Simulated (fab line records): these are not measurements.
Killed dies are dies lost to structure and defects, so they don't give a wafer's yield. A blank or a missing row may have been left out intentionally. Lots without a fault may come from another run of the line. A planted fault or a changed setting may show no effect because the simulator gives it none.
fab line records / flow nandHarc / part 2 of 2: steps 33 to 39 of 39
record lots=5 wafers=15 lastDay=31
route steps=1302 shown A_ONON_D1@426 A_CHANNEL_HOLE_D1@450
lots untouched by any fault: they come from a run of this same line in which no faults occurred
startH: start of the lot's first displayed wafer, in hours after the record's first day / waitH: hours since the lot's step before / " unchanged from the row above / L1.1+2: several wafers, shown together as one row / - no value, or no start given / * or withheld: withheld / < > ~ a bound
route shown NAME@n: a module of which the file shows steps, and the number in the route of the first / usual: mean and standard deviation over wafers with no fault / same: alike in all rows / chamber/n: place in a boat / sites: per-site readings / _std_site: standard deviation across them / _edge_site: inner sites' mean taken away from outer sites' mean / radiusMm: how far each site lies from the wafer's centre / mask NAME#n: copy n / behind: the last tool/chamber to shape the wafer / hold: the reason the lot was held/the length of the hold in hours/how it ended / device: the n, p or np transistor that did not switch / end of line: tests run on the same wafers once the route is complete / a step given without rows: its recipe and nothing more / killed: dies that structure and defects cost at the first sort, which is not the same as the wafer's yield / map: shows each die of a wafer: x if killed, . if not, _ if none is there
set.NAME: the setting that was run; set.NAME@STEP: the one run at that earlier step / model.NAME: the simulator's own value behind a step, which no gauge read
lots at selected steps of the route; one table per step, one row per wafer
services: a tool's chamber out of use, with start hour (startH, from the record's first day; less than 0 if before it), hours out, and reason
## steps
# step NHARC_A_CHANNEL_HOLE_D1_PEB_08
# recipe pebTempC=100 pebTimeS=65
# usual plateTempC=100.01/0.13
lot.wafer=L079.2 tool=lithoTrack-01 chamber=0 startH=229.74 waitH=0.1 plateTempC=100.06
lot.wafer=L079.4 tool=lithoTrack-01 chamber=0 startH=229.74 waitH=0.1 plateTempC=100.16
lot.wafer=L079.6 tool=lithoTrack-01 chamber=0 startH=229.74 waitH=0.1 plateTempC=100.10
lot.wafer=L080.4 tool=lithoTrack-01 chamber=0 startH=238.71 waitH=0.0 plateTempC=99.94
lot.wafer=L080.5 tool=lithoTrack-01 chamber=0 startH=238.71 waitH=0.0 plateTempC=100.12
lot.wafer=L080.6 tool=lithoTrack-01 chamber=0 startH=238.71 waitH=0.0 plateTempC=99.99
lot.wafer=L088.4 tool=lithoTrack-04 chamber=0 startH=331.73 waitH=0.0 plateTempC=100.12
lot.wafer=L088.5 tool=lithoTrack-04 chamber=0 startH=331.73 waitH=0.0 plateTempC=100.07
lot.wafer=L088.6 tool=lithoTrack-04 chamber=0 startH=331.73 waitH=0.0 plateTempC=99.99
lot.wafer=L090.1 tool=lithoTrack-04 chamber=0 startH=345.10 waitH=0.1 plateTempC=99.96
lot.wafer=L090.3 tool=lithoTrack-04 chamber=0 startH=345.10 waitH=0.1 plateTempC=99.98
lot.wafer=L090.4 tool=lithoTrack-04 chamber=0 startH=345.10 waitH=0.1 plateTempC=100.02
lot.wafer=L091.2 tool=lithoTrack-04 chamber=0 startH=357.24 waitH=0.1 plateTempC=99.88
lot.wafer=L091.4 tool=lithoTrack-04 chamber=0 startH=357.24 waitH=0.1 plateTempC=100.03
lot.wafer=L091.6 tool=lithoTrack-04 chamber=0 startH=357.24 waitH=0.1 plateTempC=100.12
# step NHARC_A_CHANNEL_HOLE_D1_DEVELOP_09
# recipe developTimeS=35 devTempC=23
# usual developerTempC=23.02/0.11
lot.wafer=L079.2 tool=lithoTrack-01 chamber=0 startH=- waitH=- developerTempC=23.03
lot.wafer=L079.4 tool=lithoTrack-01 chamber=0 startH=- waitH=- developerTempC=23.04
lot.wafer=L079.6 tool=lithoTrack-01 chamber=0 startH=- waitH=- developerTempC=23.09
lot.wafer=L080.4 tool=lithoTrack-01 chamber=0 startH=- waitH=- developerTempC=23.23
lot.wafer=L080.5 tool=lithoTrack-01 chamber=0 startH=- waitH=- developerTempC=23.23
lot.wafer=L080.6 tool=lithoTrack-01 chamber=0 startH=- waitH=- developerTempC=23.16
lot.wafer=L088.4 tool=lithoTrack-04 chamber=0 startH=- waitH=- developerTempC=22.88
lot.wafer=L088.5 tool=lithoTrack-04 chamber=0 startH=- waitH=- developerTempC=23.07
lot.wafer=L088.6 tool=lithoTrack-04 chamber=0 startH=- waitH=- developerTempC=23.01
lot.wafer=L090.1 tool=lithoTrack-04 chamber=0 startH=- waitH=- developerTempC=23.07
lot.wafer=L090.3 tool=lithoTrack-04 chamber=0 startH=- waitH=- developerTempC=22.98
lot.wafer=L090.4 tool=lithoTrack-04 chamber=0 startH=- waitH=- developerTempC=22.98
lot.wafer=L091.2 tool=lithoTrack-04 chamber=0 startH=- waitH=- developerTempC=22.88
lot.wafer=L091.4 tool=lithoTrack-04 chamber=0 startH=- waitH=- developerTempC=22.87
lot.wafer=L091.6 tool=lithoTrack-04 chamber=0 startH=- waitH=- developerTempC=22.89
# step NHARC_A_CHANNEL_HOLE_D1_CD_MEAS_10
# recipe targetCdNm=100 landingEnergyEv=500
# usual cdNm=100.0/0.44
lot.wafer=L079.2 tool=cdSem-02 chamber=0 startH=229.82 waitH=- cdNm=100.4
lot.wafer=L079.4 tool=cdSem-02 chamber=0 startH=229.82 waitH=- cdNm=100.4
lot.wafer=L079.6 tool=cdSem-02 chamber=0 startH=229.82 waitH=- cdNm=100.4
lot.wafer=L080.4 tool=cdSem-01 chamber=0 startH=238.79 waitH=- cdNm=100.4
lot.wafer=L080.5 tool=cdSem-01 chamber=0 startH=238.79 waitH=- cdNm=100.1
lot.wafer=L080.6 tool=cdSem-01 chamber=0 startH=238.79 waitH=- cdNm=100.4
lot.wafer=L088.4 tool=cdSem-01 chamber=0 startH=331.82 waitH=- cdNm=100.6
lot.wafer=L088.5 tool=cdSem-01 chamber=0 startH=331.82 waitH=- cdNm=100.8
lot.wafer=L088.6 tool=cdSem-01 chamber=0 startH=331.82 waitH=- cdNm=101.0
lot.wafer=L090.1 tool=cdSem-03 chamber=0 startH=345.18 waitH=- cdNm=99.7
lot.wafer=L090.3 tool=cdSem-03 chamber=0 startH=345.18 waitH=- cdNm=99.9
lot.wafer=L090.4 tool=cdSem-03 chamber=0 startH=345.18 waitH=- cdNm=100.2
lot.wafer=L091.2 tool=cdSem-01 chamber=0 startH=357.32 waitH=- cdNm=99.1
lot.wafer=L091.4 tool=cdSem-01 chamber=0 startH=357.32 waitH=- cdNm=100.3
lot.wafer=L091.6 tool=cdSem-01 chamber=0 startH=357.32 waitH=- cdNm=98.9
# step NHARC_A_CHANNEL_HOLE_D1_OVL_MEAS_11
# usual overlayXNm=0.2/0.82 overlayYNm=0.3/0.87
lot.wafer=L079.2 tool=overlay-02 chamber=- startH=229.91 waitH=- overlayXNm=-0.6 overlayYNm=1.1
lot.wafer=L079.4 tool=overlay-02 chamber=- startH=229.91 waitH=- overlayXNm=-0.6 overlayYNm=1.6
lot.wafer=L079.6 tool=overlay-02 chamber=- startH=229.91 waitH=- overlayXNm=-1.0 overlayYNm=1.6
lot.wafer=L080.4 tool=overlay-01 chamber=- startH=238.88 waitH=- overlayXNm=-1.4 overlayYNm=0.5
lot.wafer=L080.5 tool=overlay-01 chamber=- startH=238.88 waitH=- overlayXNm=-1.3 overlayYNm=0.8
lot.wafer=L080.6 tool=overlay-01 chamber=- startH=238.88 waitH=- overlayXNm=-1.5 overlayYNm=0.7
lot.wafer=L088.4 tool=overlay-01 chamber=- startH=331.90 waitH=- overlayXNm=0.1 overlayYNm=-0.5
lot.wafer=L088.5 tool=overlay-01 chamber=- startH=331.90 waitH=- overlayXNm=-0.1 overlayYNm=-0.3
lot.wafer=L088.6 tool=overlay-01 chamber=- startH=331.90 waitH=- overlayXNm=1.1 overlayYNm=0.3
lot.wafer=L090.1 tool=overlay-02 chamber=- startH=345.27 waitH=- overlayXNm=-0.4 overlayYNm=-1.6
lot.wafer=L090.3 tool=overlay-02 chamber=- startH=345.27 waitH=- overlayXNm=0.5 overlayYNm=-0.6
lot.wafer=L090.4 tool=overlay-02 chamber=- startH=345.27 waitH=- overlayXNm=-0.4 overlayYNm=-1.0
lot.wafer=L091.2 tool=overlay-01 chamber=- startH=357.41 waitH=- overlayXNm=-2.1 overlayYNm=-0.3
lot.wafer=L091.4 tool=overlay-01 chamber=- startH=357.41 waitH=- overlayXNm=-1.5 overlayYNm=0.1
lot.wafer=L091.6 tool=overlay-01 chamber=- startH=357.41 waitH=- overlayXNm=-1.5 overlayYNm=0.1
# step NHARC_A_CHANNEL_HOLE_D1_INSPECT_12
# usual rawDefectCount=5.3/2.6
lot.wafer=L079.2 tool=defectInspect-02 chamber=- startH=229.95 waitH=0.0 rawDefectCount=4
lot.wafer=L079.4 tool=defectInspect-02 chamber=- startH=229.95 waitH=0.0 rawDefectCount=4
lot.wafer=L079.6 tool=defectInspect-02 chamber=- startH=229.95 waitH=0.0 rawDefectCount=7
lot.wafer=L080.4 tool=defectInspect-01 chamber=- startH=238.91 waitH=0.0 rawDefectCount=12
lot.wafer=L080.5 tool=defectInspect-01 chamber=- startH=238.91 waitH=0.0 rawDefectCount=8
lot.wafer=L080.6 tool=defectInspect-01 chamber=- startH=238.91 waitH=0.0 rawDefectCount=6
lot.wafer=L088.4 tool=defectInspect-02 chamber=- startH=331.94 waitH=0.0 rawDefectCount=3
lot.wafer=L088.5 tool=defectInspect-02 chamber=- startH=331.94 waitH=0.0 rawDefectCount=5
lot.wafer=L088.6 tool=defectInspect-02 chamber=- startH=331.94 waitH=0.0 rawDefectCount=4
lot.wafer=L090.1 tool=defectInspect-01 chamber=- startH=345.30 waitH=0.0 rawDefectCount=3
lot.wafer=L090.3 tool=defectInspect-01 chamber=- startH=345.30 waitH=0.0 rawDefectCount=4
lot.wafer=L090.4 tool=defectInspect-01 chamber=- startH=345.30 waitH=0.0 rawDefectCount=5
lot.wafer=L091.2 tool=defectInspect-02 chamber=- startH=357.45 waitH=0.0 rawDefectCount=1
lot.wafer=L091.4 tool=defectInspect-02 chamber=- startH=357.45 waitH=0.0 rawDefectCount=7
lot.wafer=L091.6 tool=defectInspect-02 chamber=- startH=357.45 waitH=0.0 rawDefectCount=3
# step NHARC_A_CHANNEL_HOLE_D1_DESCUM_15
# recipe timeS=3 o2FlowSccm=200 arFlowSccm=0 biasPowerW=0 chemistry=O2
# usual drypumpMotorCurrentA=5.7/0.32 oesProductAu=1.001/0.0068 rfVppV=57.8/0.97 showerheadPlenumPTorr=1.92/0.062 throttleValvePct=11.311/0.0096
# same biasPowerW=0
lot.wafer=L079.2 tool=rieDiel-02 chamber=3 startH=230.03 waitH=0.1 drypumpMotorCurrentA=5.8 oesProductAu=1.005 rfHoursCounterH=1 rfVppV=57.9 showerheadPlenumPTorr=1.96 throttleValvePct=11.311
lot.wafer=L079.4 tool=rieDiel-02 chamber=0 startH=230.03 waitH=0.1 drypumpMotorCurrentA=5.5 oesProductAu=0.997 rfHoursCounterH=- rfVppV=58.6 showerheadPlenumPTorr=1.93 throttleValvePct=11.318
lot.wafer=L079.6 tool=rieDiel-02 chamber=2 startH=230.03 waitH=0.1 drypumpMotorCurrentA=6.0 oesProductAu=0.991 rfHoursCounterH=- rfVppV=58.0 showerheadPlenumPTorr=1.93 throttleValvePct=11.321
lot.wafer=L080.4 tool=rieDiel-12 chamber=2 startH=238.97 waitH=0.1 drypumpMotorCurrentA=5.4 oesProductAu=0.993 rfHoursCounterH=48 rfVppV=57.9 showerheadPlenumPTorr=1.99 throttleValvePct=11.295
lot.wafer=L080.6 tool=rieDiel-12 chamber=2 startH=238.97 waitH=0.1 drypumpMotorCurrentA=5.4 oesProductAu=1.002 rfHoursCounterH=- rfVppV=57.6 showerheadPlenumPTorr=1.99 throttleValvePct=11.322
lot.wafer=L080.5 tool=rieDiel-12 chamber=3 startH=238.97 waitH=0.1 drypumpMotorCurrentA=6.1 oesProductAu=0.994 rfHoursCounterH=- rfVppV=57.7 showerheadPlenumPTorr=1.87 throttleValvePct=11.296
lot.wafer=L088.4 tool=rieDiel-02 chamber=2 startH=332.02 waitH=0.1 drypumpMotorCurrentA=6.0 oesProductAu=1.008 rfHoursCounterH=12 rfVppV=55.8 showerheadPlenumPTorr=1.93 throttleValvePct=11.302
lot.wafer=L088.6 tool=rieDiel-02 chamber=3 startH=332.02 waitH=0.1 drypumpMotorCurrentA=5.8 oesProductAu=1.003 rfHoursCounterH=- rfVppV=57.8 showerheadPlenumPTorr=1.96 throttleValvePct=11.304
lot.wafer=L088.5 tool=rieDiel-02 chamber=0 startH=332.02 waitH=0.1 drypumpMotorCurrentA=5.5 oesProductAu=1.000 rfHoursCounterH=- rfVppV=57.7 showerheadPlenumPTorr=1.93 throttleValvePct=11.297
lot.wafer=L090.3 tool=rieDiel-02 chamber=0 startH=345.36 waitH=0.1 drypumpMotorCurrentA=5.5 oesProductAu=1.006 rfHoursCounterH=12 rfVppV=57.3 showerheadPlenumPTorr=1.93 throttleValvePct=11.313
lot.wafer=L090.4 tool=rieDiel-02 chamber=1 startH=345.36 waitH=0.1 drypumpMotorCurrentA=5.7 oesProductAu=1.001 rfHoursCounterH=10 rfVppV=58.6 showerheadPlenumPTorr=1.82 throttleValvePct=11.300
lot.wafer=L090.1 tool=rieDiel-02 chamber=2 startH=345.36 waitH=0.1 drypumpMotorCurrentA=6.0 oesProductAu=0.999 rfHoursCounterH=13 rfVppV=58.2 showerheadPlenumPTorr=1.93 throttleValvePct=11.310
lot.wafer=L091.4 tool=rieDiel-02 chamber=1 startH=357.51 waitH=0.1 drypumpMotorCurrentA=5.7 oesProductAu=1.013 rfHoursCounterH=10 rfVppV=57.9 showerheadPlenumPTorr=1.82 throttleValvePct=11.311
lot.wafer=L091.2 tool=rieDiel-02 chamber=3 startH=357.51 waitH=0.1 drypumpMotorCurrentA=5.8 oesProductAu=1.012 rfHoursCounterH=13 rfVppV=57.1 showerheadPlenumPTorr=1.96 throttleValvePct=11.326
lot.wafer=L091.6 tool=rieDiel-02 chamber=1 startH=357.51 waitH=0.1 drypumpMotorCurrentA=5.7 oesProductAu=1.010 rfHoursCounterH=- rfVppV=57.7 showerheadPlenumPTorr=1.82 throttleValvePct=11.307
# step NHARC_A_CHANNEL_HOLE_D1_ETCH_38
# recipe targetDepthA=390 overEtchFrac=0.3 timeS=65 ionEnergyEv=80 cf4FlowSccm=150 arFlowSccm=0 rfW=300 biasW=100 chemistry=CF4
# usual cf4FlowSccm=150.0/0.42 drypumpMotorCurrentA=5.7/0.31 oesProductAu=1.001/0.0082 rfFwdPowerW=297.0/1.2 rfVppV=151.4/1 showerheadPlenumPTorr=1.77/0.052 throttleValvePct=13.284/0.0096
lot.wafer=L079.2 tool=rieDiel-02 chamber=3 startH=230.12 waitH=0.1 cf4FlowSccm=149.9 drypumpMotorCurrentA=5.8 oesProductAu=1.002 rfFwdPowerW=296.3 rfHoursCounterH=1 rfVppV=152.7 showerheadPlenumPTorr=1.81 throttleValvePct=13.274
lot.wafer=L079.6 tool=rieDiel-02 chamber=2 startH=230.12 waitH=0.1 cf4FlowSccm=149.7 drypumpMotorCurrentA=6.0 oesProductAu=1.002 rfFwdPowerW=298.2 rfHoursCounterH=- rfVppV=151.7 showerheadPlenumPTorr=1.79 throttleValvePct=13.282
lot.wafer=L079.4 tool=rieDiel-02 chamber=0 startH=230.12 waitH=0.1 cf4FlowSccm=149.8 drypumpMotorCurrentA=5.5 oesProductAu=0.995 rfFwdPowerW=294.9 rfHoursCounterH=- rfVppV=150.3 showerheadPlenumPTorr=1.78 throttleValvePct=13.296
lot.wafer=L080.4 tool=rieDiel-12 chamber=3 startH=239.13 waitH=0.1 cf4FlowSccm=150.5 drypumpMotorCurrentA=6.1 oesProductAu=0.978 rfFwdPowerW=298.1 rfHoursCounterH=49 rfVppV=149.5 showerheadPlenumPTorr=1.73 throttleValvePct=13.286
lot.wafer=L080.5 tool=rieDiel-12 chamber=0 startH=239.13 waitH=0.1 cf4FlowSccm=150.2 drypumpMotorCurrentA=5.0 oesProductAu=0.992 rfFwdPowerW=299.3 rfHoursCounterH=- rfVppV=152.3 showerheadPlenumPTorr=1.74 throttleValvePct=13.263
lot.wafer=L080.6 tool=rieDiel-12 chamber=1 startH=239.13 waitH=0.1 cf4FlowSccm=150.2 drypumpMotorCurrentA=5.5 oesProductAu=0.992 rfFwdPowerW=297.0 rfHoursCounterH=- rfVppV=153.1 showerheadPlenumPTorr=1.82 throttleValvePct=13.281
lot.wafer=L088.4 tool=rieDiel-02 chamber=1 startH=332.10 waitH=0.1 cf4FlowSccm=149.3 drypumpMotorCurrentA=5.7 oesProductAu=1.000 rfFwdPowerW=297.2 rfHoursCounterH=9 rfVppV=149.3 showerheadPlenumPTorr=1.69 throttleValvePct=13.281
lot.wafer=L088.6 tool=rieDiel-02 chamber=2 startH=332.10 waitH=0.1 cf4FlowSccm=150.4 drypumpMotorCurrentA=6.0 oesProductAu=0.992 rfFwdPowerW=297.7 rfHoursCounterH=- rfVppV=151.6 showerheadPlenumPTorr=1.78 throttleValvePct=13.285
lot.wafer=L088.5 tool=rieDiel-02 chamber=3 startH=332.10 waitH=0.1 cf4FlowSccm=150.0 drypumpMotorCurrentA=5.8 oesProductAu=1.006 rfFwdPowerW=296.4 rfHoursCounterH=- rfVppV=149.8 showerheadPlenumPTorr=1.81 throttleValvePct=13.273
lot.wafer=L090.1 tool=rieDiel-02 chamber=2 startH=345.45 waitH=0.1 cf4FlowSccm=149.7 drypumpMotorCurrentA=5.9 oesProductAu=1.018 rfFwdPowerW=299.8 rfHoursCounterH=13 rfVppV=151.2 showerheadPlenumPTorr=1.78 throttleValvePct=13.262
lot.wafer=L090.4 tool=rieDiel-02 chamber=0 startH=345.45 waitH=0.1 cf4FlowSccm=149.8 drypumpMotorCurrentA=5.5 oesProductAu=1.012 rfFwdPowerW=296.4 rfHoursCounterH=12 rfVppV=152.9 showerheadPlenumPTorr=1.78 throttleValvePct=13.293
lot.wafer=L090.3 tool=rieDiel-02 chamber=1 startH=345.45 waitH=0.1 cf4FlowSccm=150.6 drypumpMotorCurrentA=5.7 oesProductAu=1.019 rfFwdPowerW=295.8 rfHoursCounterH=10 rfVppV=151.6 showerheadPlenumPTorr=1.69 throttleValvePct=13.277
lot.wafer=L091.2 tool=rieDiel-02 chamber=3 startH=357.61 waitH=0.1 cf4FlowSccm=150.0 drypumpMotorCurrentA=5.8 oesProductAu=1.004 rfFwdPowerW=296.3 rfHoursCounterH=13 rfVppV=152.6 showerheadPlenumPTorr=1.81 throttleValvePct=13.281
lot.wafer=L091.4 tool=rieDiel-02 chamber=0 startH=357.61 waitH=0.1 cf4FlowSccm=151.2 drypumpMotorCurrentA=5.5 oesProductAu=1.004 rfFwdPowerW=296.3 rfHoursCounterH=13 rfVppV=152.6 showerheadPlenumPTorr=1.78 throttleValvePct=13.271
lot.wafer=L091.6 tool=rieDiel-02 chamber=1 startH=357.61 waitH=0.1 cf4FlowSccm=150.3 drypumpMotorCurrentA=5.7 oesProductAu=0.991 rfFwdPowerW=297.2 rfHoursCounterH=- rfVppV=150.5 showerheadPlenumPTorr=1.68 throttleValvePct=13.284
## services
tool=aclDep-01 chamber=- startH=190.75 hours=13.0 kind=pm
tool=arfiScanner-03 chamber=- startH=196.00 hours=4.0 kind=pm
tool=lithoTrack-04 chamber=- startH=203.00 hours=7.0 kind=pm
tool=rieDiel-02 chamber=- startH=212.02 hours=0.8 kind=repair
tool=pecvd-01 chamber=1 startH=212.20 hours=16.5 kind=repair
tool=rieDiel-02 chamber=- startH=216.70 hours=9.0 kind=pm
tool=aclDep-02 chamber=- startH=222.43 hours=3.9 kind=repair
tool=pecvd-02 chamber=- startH=227.29 hours=13.0 kind=pm
tool=pecvdOnon-03 chamber=- startH=227.30 hours=13.0 kind=pm
tool=aclDep-02 chamber=- startH=244.74 hours=13.0 kind=pm
tool=arfiScanner-01 chamber=- startH=252.00 hours=4.0 kind=pm
tool=rieDiel-12 chamber=3 startH=252.89 hours=13.2 kind=repair
tool=rieDiel-12 chamber=- startH=268.44 hours=9.0 kind=pm
tool=pecvd-04 chamber=- startH=269.00 hours=13.0 kind=pm
tool=pecvdOnon-01 chamber=- startH=269.37 hours=13.0 kind=pm
tool=furnace-03 chamber=- startH=296.41 hours=26.0 kind=pm
tool=pecvd-04 chamber=0 startH=299.45 hours=1.9 kind=repair
tool=pecvd-02 chamber=- startH=306.57 hours=1.1 kind=repair
tool=arfiScanner-01 chamber=- startH=310.32 hours=3.2 kind=repair
tool=pecvd-01 chamber=- startH=311.23 hours=13.0 kind=pm
tool=lithoTrack-01 chamber=- startH=330.00 hours=7.0 kind=pm
tool=rieDiel-12 chamber=- startH=335.31 hours=2.3 kind=repair
tool=arfiScanner-01 chamber=- startH=345.43 hours=1.8 kind=repair
tool=lithoTrack-06 chamber=- startH=354.00 hours=7.0 kind=pm
